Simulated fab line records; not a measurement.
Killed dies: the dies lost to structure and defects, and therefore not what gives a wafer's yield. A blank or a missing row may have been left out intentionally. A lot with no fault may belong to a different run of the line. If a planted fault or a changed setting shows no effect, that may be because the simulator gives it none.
Which tool is to blame? :: flow nand harc :: route of 1302 steps, sampled at 1 step: 12 lots, 36 wafers

== WHAT THE GAUGES SHOWED, per wafer ==
NHARC_P_CONTACT_CD_MEAS_19. Usual: cd nm at 89.8 nm, with a standard deviation of 2.1.
lot: L399
measured: day 6 11:02
on: cd sem-01
cd nm (nm): 89.4 91.7 92.6
flag: 

lot: L400
measured: day 6 15:40
on: cd sem-02
cd nm (nm): 85.1 84.9 86.5
flag: 

lot: L402
measured: day 7 10:16
on: cd sem-01
cd nm (nm): 91.1 89.8 91.6
flag: 

lot: L403
measured: day 8 04:37
on: cd sem-02
cd nm (nm): 89.0 87.4 90.2
flag: 

lot: L406
measured: day 9 03:51
on: cd sem-03
cd nm (nm): 90.3 89.0 91.1
flag: 

lot: L411
measured: day 11 19:01
on: cd sem-03
cd nm (nm): 88.1 88.1 90.2
flag: 

lot: L413
measured: day 12 00:10
on: cd sem-02
cd nm (nm): 92.4 90.6 88.1
flag: 

lot: L416
measured: day 13 13:22
on: cd sem-02
cd nm (nm): 89.5 88.0 90.8
flag: 

lot: L418
measured: day 14 10:01
on: cd sem-03
cd nm (nm): 92.4 90.6 90.2
flag: 

lot: L419
measured: day 14 14:39
on: cd sem-02
cd nm (nm): 91.6 89.5 91.8
flag: 

lot: L420
measured: day 15 03:28
on: cd sem-03
cd nm (nm): 88.4 88.0 91.2
flag: 

lot: L421
measured: day 15 19:37
on: cd sem-01
cd nm (nm): 85.5 92.9 90.1
flag: 

== TOOL THAT RAN EACH LOT (tool first, then ch and the chambers of the sampled wafers, then the start) ==
The record shows no process step preceding these readings.

== AS READ BY THE TOOLS THEMSELVES (means over the sampled wafers that have a number; for cases with no such wafer, the mark the record gives instead) ==
The record holds no such reading with a usual standard deviation.

== THE ANSWER, worked out from the rows above alone ==
Rule: a lot counts as off when the mean over its wafers that have a number is more than 3 standard deviations away from the usual mean. Also off: a lot with no number at a reading for which 4 or more lots have one. Any other lot the step has rows for is counted as sound. The gauges are gone through in route order, then the tools' own readings, and for those a lot's mean is taken as printed above. At the first step where some lot is off, the reading lying furthest off is the one used; lots without a number count as furthest.
None of the lots is off at any reading shown; this tells nothing.

== WHAT HAD BEEN PUT IN BY THE SIMULATOR ==
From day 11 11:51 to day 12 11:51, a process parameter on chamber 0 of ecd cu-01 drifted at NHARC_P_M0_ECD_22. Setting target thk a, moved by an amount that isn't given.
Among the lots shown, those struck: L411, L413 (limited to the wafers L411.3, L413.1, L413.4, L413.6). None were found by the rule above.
